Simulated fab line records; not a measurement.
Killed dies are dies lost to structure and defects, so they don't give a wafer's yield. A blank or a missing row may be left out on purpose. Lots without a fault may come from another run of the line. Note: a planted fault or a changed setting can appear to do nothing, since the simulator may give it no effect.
Chamber matching / flow nandHarc / aldMetal-02 running NHARC_A_WL_FILL_ALD_19: 4 sister chambers
The step deposits TiN, target thk 2 nm, pulse time 3 s, ald cycles 100. 14 wafers are shown with their chamber, then 7 later ones without.

## WAFERS WITH THEIR CHAMBER
wafer=L568.1; chamber=3; heaterPowerW (W)=1017; precursorPulseHeightRel=1.026
wafer=L568.3; chamber=2; heaterPowerW (W)=905; precursorPulseHeightRel=0.983
wafer=L568.5; chamber=0; heaterPowerW (W)=909; precursorPulseHeightRel=0.962
wafer=L573.3; chamber=1; heaterPowerW (W)=1027; precursorPulseHeightRel=1.001
wafer=L573.5; chamber=3; heaterPowerW (W)=1012; precursorPulseHeightRel=1.027
wafer=L573.6; chamber=0; heaterPowerW (W)=910; precursorPulseHeightRel=1.036
wafer=L574.1; chamber=3; heaterPowerW (W)=1007; precursorPulseHeightRel=0.962
wafer=L574.2; chamber=1; heaterPowerW (W)=1008; precursorPulseHeightRel=0.987
wafer=L574.3; chamber=2; heaterPowerW (W)=955; precursorPulseHeightRel=1.029
wafer=L581.2; chamber=0; heaterPowerW (W)=940; precursorPulseHeightRel=1.001
wafer=L581.3; chamber=2; heaterPowerW (W)=917; precursorPulseHeightRel=0.993
wafer=L581.5; chamber=1; heaterPowerW (W)=1081; precursorPulseHeightRel=1.012
wafer=L586.1; chamber=1; heaterPowerW (W)=1041; precursorPulseHeightRel=1.011
wafer=L586.2; chamber=0; heaterPowerW (W)=954; precursorPulseHeightRel=0.976

SIGNATURES (means of the wafers above)
reading=heaterPowerW; chamber 0=928.25; chamber 1=1039.25; chamber 2=925.67; chamber 3=1012.00; scatter within a chamber=24.1
reading=precursorPulseHeightRel; chamber 0=0.99375; chamber 1=1.00275; chamber 2=1.00167; chamber 3=1.00500; scatter within a chamber=0.0274
Rule: distance of a wafer from a chamber = root of the sum over the readings of ((wafer's reading minus chamber's mean) / reading's scatter) squared. If the next closest chamber is less than 2 further off than the closest, the wafer can't be placed; otherwise it belongs to the closest. How the scatter is found: for the shown wafers, subtract from each reading the mean of its chamber, square and add these, divide the total by (wafers less chambers), then take the root.

## WAFERS WITH NO CHAMBER GIVEN
wafer=L586.3; heaterPowerW (W)=1053; precursorPulseHeightRel=1.021
wafer=L589.2; heaterPowerW (W)=1012; precursorPulseHeightRel=0.986
wafer=L589.4; heaterPowerW (W)=944; precursorPulseHeightRel=0.989
wafer=L589.5; heaterPowerW (W)=1041; precursorPulseHeightRel=1.034
wafer=L591.2; heaterPowerW (W)=927; precursorPulseHeightRel=0.992
wafer=L591.4; heaterPowerW (W)=1051; precursorPulseHeightRel=1.003
wafer=L591.6; heaterPowerW (W)=1040; precursorPulseHeightRel=1.003

## EACH ONE'S CHAMBER
wafer=L586.3; from the rows above=can't be placed: 1 or 3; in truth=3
wafer=L589.2; from the rows above=can't be placed: 3 or 1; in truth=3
wafer=L589.4; from the rows above=can't be placed: 0 or 2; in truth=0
wafer=L589.5; from the rows above=can't be placed: 1 or 3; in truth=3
wafer=L591.2; from the rows above=can't be placed: 0 or 2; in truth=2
wafer=L591.4; from the rows above=can't be placed: 1 or 3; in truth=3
wafer=L591.6; from the rows above=can't be placed: 1 or 3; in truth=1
0 of 7 placed correctly. Cannot be placed on the basis of these rows: 7; the candidates contain the true chamber in 7. Number placed wrongly: 0.
